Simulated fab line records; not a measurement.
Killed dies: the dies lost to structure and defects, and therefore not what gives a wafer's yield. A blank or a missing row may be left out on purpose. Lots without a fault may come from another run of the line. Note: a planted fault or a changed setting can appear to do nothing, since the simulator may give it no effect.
Struck lot and sound lot, side by side | flow nand-harc | 41 steps out of a route of 1302
Sound: the wafers L847.4, L847.5, L847.6. The struck wafers were L855.1, L855.3, L855.6. At the end, the cause is stated.
At each step with rows: each side's tool, then ch and its chambers, then its first start. Under that, the readings that differ: sound wafers | struck wafers | difference of the means | sigmas: that difference in standard deviations of wafers without a fault.
alike: readings with means less than 2 such deviations apart, plus words and numbers identical on both sides. not compared: withheld readings, readings lacking a value on some wafer, bounds such as >300 that could conceal the same value, and numbers that have no deviation in the record and whose values overlap.
Wherever a step has rows on one side only, a row that says differs or no value, or a row with sigmas, the two part there. Numbers that don't overlap but have no deviation are shown without sigmas and don't part them. A reading missing from all wafers of one side parts the sides only when that side holds two or more wafers.

first, 7 steps without rows for these wafers: NHARC_P_M1_COAT_34 (time 65 s); NHARC_P_M1_COAT_03 (resist thk 90 nm); NHARC_P_M1_SOFTBAKE_04 (time 55 s); NHARC_P_M1_EBR_05; NHARC_P_M1_EXPOSE_06 (exposes mask P M1, target cd 130 nm); NHARC_P_M1_PEB_07 (peb time 65 s); NHARC_P_M1_DEVELOP_08 (develop time 35 s).
NHARC_P_M1_CD_MEAS_09: target cd 130 nm.
  sound on cd-sem-01 ch 0, day 6 13:58; struck on cd-sem-03 ch 0, day 9 10:59
  alike: cd-nm
NHARC_P_M1_OVL_MEAS_10: pitch 260 nm.
  struck on overlay-01, day 9 11:05; sound on overlay-01, day 6 14:02
  alike: overlay-x-nm, overlay-y-nm
NHARC_P_M1_INSPECT_11:
  struck on defect-inspect-02, day 9 11:07; sound on defect-inspect-01, day 6 14:05
  alike: raw-defect-count
NHARC_P_M1_DESCUM_14: chemistry O2, time 3 s.
  sound on rie-diel-03 ch 2,3, day 6 14:09; struck on rie-diel-06 ch 1,3, day 9 11:11
  alike: drypump-motor-current-A, oes-product-au, rf-vpp-V, showerhead-plenum-p-Torr, throttle-valve-pct
  not compared: rf-hours-counter-h
then, 1 step without rows for these wafers: NHARC_P_M1_ETCH_35 (etches the open film in N2/H2, target depth 40 nm, overetch 12 nm, time 43.94 s).
NHARC_P_M1_ETCH_15: etches the open film in C4F8/Ar, target depth 182.5 nm, time 91.2 s.
  sound on rie-diel-03 ch 1,2,3, day 6 14:20; struck on rie-diel-06 ch 0,3, day 9 11:21
  alike: oes-product-au, rf-vpp-V
  not compared: rf-hours-counter-h
NHARC_P_M1_CD_MEAS_16:
  struck on cd-sem-03, day 9 11:29; sound on cd-sem-03, day 6 14:27
  alike: cd-nm
then, 3 steps without rows for these wafers: NHARC_P_M1_STRIP_18 (strips in N2/H2); NHARC_P_M1_ETCH_28 (etches the open film in CF4/N2, target depth 30 nm, time 72.99 s); NHARC_P_M1_STRIP_19 (strips in post etch residue remover, time 600 s).
NHARC_P_M1_DEGAS_29: time 60 s.
  struck on pvd-sputter-02, day 9 12:12; sound on pvd-sputter-01, day 6 15:13
  alike: heater-power-w
then, 4 steps without rows for these wafers: NHARC_P_M1_PRE_CLEAN_30 (time 30 s); NHARC_P_M1_PVD_20 (deposits TaN, target thk 5 nm, time 8.06 s); NHARC_P_M1_PVD_21 (deposits Cu, target thk 30 nm, time 20.49 s); NHARC_P_M1_ECD_22 (material Cu, target thk 400 nm).
NHARC_P_M1_ANNEAL_31: time 90 s.
  sound on rtp-anneal-02 ch 0, day 6 16:05; struck on rtp-anneal-02 ch 0, day 9 12:56
  alike: wafer_temp_C_max
then, 1 step without rows for these wafers: NHARC_P_M1_CMP_23 (polishes, t overpolish 20 s, target thk 157.82 nm).
NHARC_P_M1_THK_MEAS_24: measures by xrf.
  struck on film-metro-02, day 9 13:35; sound on film-metro-02, day 6 16:35
  alike: thk-nm
next, for these wafers, 1 step has no rows: NHARC_P_M1_SRD_25.
NHARC_P_M1_PRE_CLEAN_32: time 12 s.
  sound on pecvd-03 ch 0,1,2, day 6 16:51; struck on pecvd-02 ch 0,1,2, day 9 13:50
  alike: heater-power-w
NHARC_P_M1_DEP_33: deposits SiCN, target thk 30 nm.
  sound on pecvd-03 ch 0,1,2, day 6 17:01; struck on pecvd-02 ch 0,1,2, day 9 13:56
  alike: heater-power-w
then, 10 steps without rows for these wafers: NHARC_P_M2_DEP_00 (deposits SiOC, target thk 182.5 nm); NHARC_P_M2_DEHYDRATE_01 (time 120 s); NHARC_P_M2_HMDS_02 (time 30 s); NHARC_P_M2_COAT_34 (time 65 s); NHARC_P_M2_COAT_03 (resist thk 90 nm); NHARC_P_M2_SOFTBAKE_04 (time 55 s); NHARC_P_M2_EBR_05; NHARC_P_M2_EXPOSE_06 (exposes mask P M2, target cd 170 nm); NHARC_P_M2_PEB_07 (peb time 65 s); NHARC_P_M2_DEVELOP_08 (develop time 35 s).
NHARC_P_M2_CD_MEAS_09: target cd 170 nm.
  sound on cd-sem-03 ch 0, day 6 18:08; struck on cd-sem-01 ch 0, day 9 15:08
  alike: cd-nm
NHARC_P_M2_OVL_MEAS_10: pitch 340 nm.
  struck on overlay-02, day 9 15:14; sound on overlay-01, day 6 18:13
  reading           | sound          | struck      | difference | sigmas
  overlay-x-nm (nm) | -0.9 -0.9 -0.9 | 0.6 0.8 0.6 | +1.6       | +3
  alike: overlay-y-nm
-- the record jumps here: 18 days lie between the struck wafers' starts before and after (it left off in module P_M2 and takes up again in module END, whose first step shown is number 1302 of the route) --
NHARC_END_SORT_01:
  sound on prober-01 ch 0, day 25 00:22; struck on prober-01 ch 0, day 28 01:33
  reading                  | sound    | struck     | difference | sigmas
  defect-limited-yield (%) | 93 94 94 | 81 84 86   | -10        | -3
  killed-at-periphery      | 0 0 3    | 102 90 89  | +93        | +34
  killed-dies              | 45 41 44 | 127 110 97 | +68        | +3
  alike: killed-at-array, killed-at-other, killed-open, killed-short

## WHERE THEY PART
Earliest at NHARC_P_M2_OVL_MEAS_10; latest, in this record, at NHARC_END_SORT_01.

WHY: what had been put in by the simulator
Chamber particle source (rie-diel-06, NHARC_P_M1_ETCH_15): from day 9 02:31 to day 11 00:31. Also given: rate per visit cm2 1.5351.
